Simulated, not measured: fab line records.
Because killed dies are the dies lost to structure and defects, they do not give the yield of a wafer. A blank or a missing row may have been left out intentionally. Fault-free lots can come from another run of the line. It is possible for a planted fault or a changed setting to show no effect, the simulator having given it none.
Split-lot experiment	flow n5 finfet	39 wafers read from 7 lots, route of 1938 steps

== ON THE SPLIT ==
At N5_DUMMY_GATE_ETCH_31 (etches SiO2 in C4F6/O2, target depth 82.5 nm, time 27.5 s), the setting target depth a was moved away from the recipe's 825 angstrom on 9 of the 39 wafers read, by -12.5% to +12.8%. All remaining wafers had this setting at the recipe value.

The reading comes from the split's own step.

== THE READING ==
SOC_of_DUMMY_GATE_COAT_34.thk nm (the simulator's own value, which no gauge read), in nm, at N5_DUMMY_GATE_ETCH_31 (etches SiO2 in C4F6/O2, target depth 82.5 nm, time 27.5 s). There is no usual value for it anywhere in the file. Average 51.7 nm, standard deviation 0.24 nm, over the 30 wafers here run with the recipe.

wafer	tool, chamber at the split	target depth a as run, angstrom	against the recipe	SOC_of_DUMMY_GATE_COAT_34.thk nm, nm	against lot-mates on the recipe
L082.1	rie diel-02, 3	930.9	+12.8%	50.6	-1.0
L082.2	rie diel-02, 2	825	recipe	51.4	-
L082.3	rie diel-02, 1	930.9	+12.8%	50.6	-1.0
L082.4	rie diel-02, 3	825	recipe	51.8	-
L082.5	rie diel-02, 1	825	recipe	51.6	-
L082.6	rie diel-02, 2	930.9	+12.8%	50.2	-1.4
L083.1	rie diel-03, 2	825	recipe	51.6	-
L083.2	rie diel-03, 3	721.7	-12.5%	52.8	+1.2
L083.3	rie diel-03, 0	825	recipe	51.6	-
L083.4	rie diel-03, 1	825	recipe	51.6	-
L083.5	rie diel-03, 2	721.7	-12.5%	52.6	+1.0
L083.6	rie diel-03, 3	721.7	-12.5%	52.8	+1.2
L084.1	rie diel-06, 0	825	recipe	51.6	-
L084.4	rie diel-06, 2	825	recipe	52	-
L084.5	rie diel-06, 1	825	recipe	52	-
L086.1	rie diel-06, 2	825	recipe	51.6	-
L086.2	rie diel-06, 1	825	recipe	51.6	-
L086.3	rie diel-06, 0	825	recipe	51.6	-
L086.4	rie diel-06, 3	825	recipe	52.2	-
L086.5	rie diel-06, 1	825	recipe	51.8	-
L086.6	rie diel-06, 0	825	recipe	51.8	-
L087.1	rie diel-06, 3	908.4	+10.1%	51.6	-0.4
L087.2	rie diel-06, 0	908.4	+10.1%	50.8	-1.2
L087.3	rie diel-06, 1	908.4	+10.1%	51	-1.0
L087.4	rie diel-06, 2	825	recipe	51.8	-
L087.5	rie diel-06, 3	825	recipe	52.4	-
L087.6	rie diel-06, 2	825	recipe	51.8	-
L090.1	rie diel-06, 2	825	recipe	51.6	-
L090.2	rie diel-06, 3	825	recipe	52.2	-
L090.3	rie diel-06, 1	825	recipe	51.8	-
L090.4	rie diel-06, 0	825	recipe	51.4	-
L090.5	rie diel-06, 2	825	recipe	51.8	-
L090.6	rie diel-06, 1	825	recipe	51.6	-
L097.1	rie diel-02, 1	825	recipe	52	-
L097.2	rie diel-02, 3	825	recipe	51.4	-
L097.3	rie diel-02, 2	825	recipe	51.6	-
L097.4	rie diel-02, 0	825	recipe	51.6	-
L097.5	rie diel-02, 2	825	recipe	51.6	-
L097.6	rie diel-02, 3	825	recipe	51.4	-

THE FIT
A straight line over all 39 wafers: SOC_of_DUMMY_GATE_COAT_34.thk nm changes by -0.0821 nm for each +1% of target depth a; r = -0.87; the points scatter about the line by 0.26 nm.
The same after taking each lot's own level away (the mean of its wafers on the recipe; 39 wafers): -0.0886 nm for each +1%; r = -0.92; scatter 0.22 nm.
On that fit, the largest move of target depth a shifts the reading by 1.1 nm.
Measured against the standard deviation above, the lots' own levels, which go from 51.60 to 52.00 nm, span 1.6 times it.
Hence the lot-to-lot level has little effect on the slope; both slopes agree.
Check: -1.15 nm against its lot-mates is what the line predicts for one of the wafers moved furthest among these (+12.8%) when that wafer is left out of the fit. Against them it came out at -1 nm.

== THE WHOLE CHAIN: every reading that the file lists as answering this split, in the file's order ==
step	what it does	reading	change (the file's fit)	r (the file's)
N5_DUMMY_GATE_ETCH_31	etches SiO2 in C4F6/O2, target depth 82.5 nm, time 27.5 s	etch.depth nm (the simulator's own value, which no gauge read)	+0.834 nm for each +1% of the setting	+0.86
N5_DUMMY_GATE_ETCH_31	etches SiO2 in C4F6/O2, target depth 82.5 nm, time 27.5 s	SOC_of_DUMMY_GATE_COAT_34.thk nm (the simulator's own value, which no gauge read)	-0.0885 nm for each +1% of the setting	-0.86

== THE FILE'S OWN FIT ==
SOC_of_DUMMY_GATE_COAT_34.thk nm changes by -0.0885 nm for each +1% of target depth a, r = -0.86.
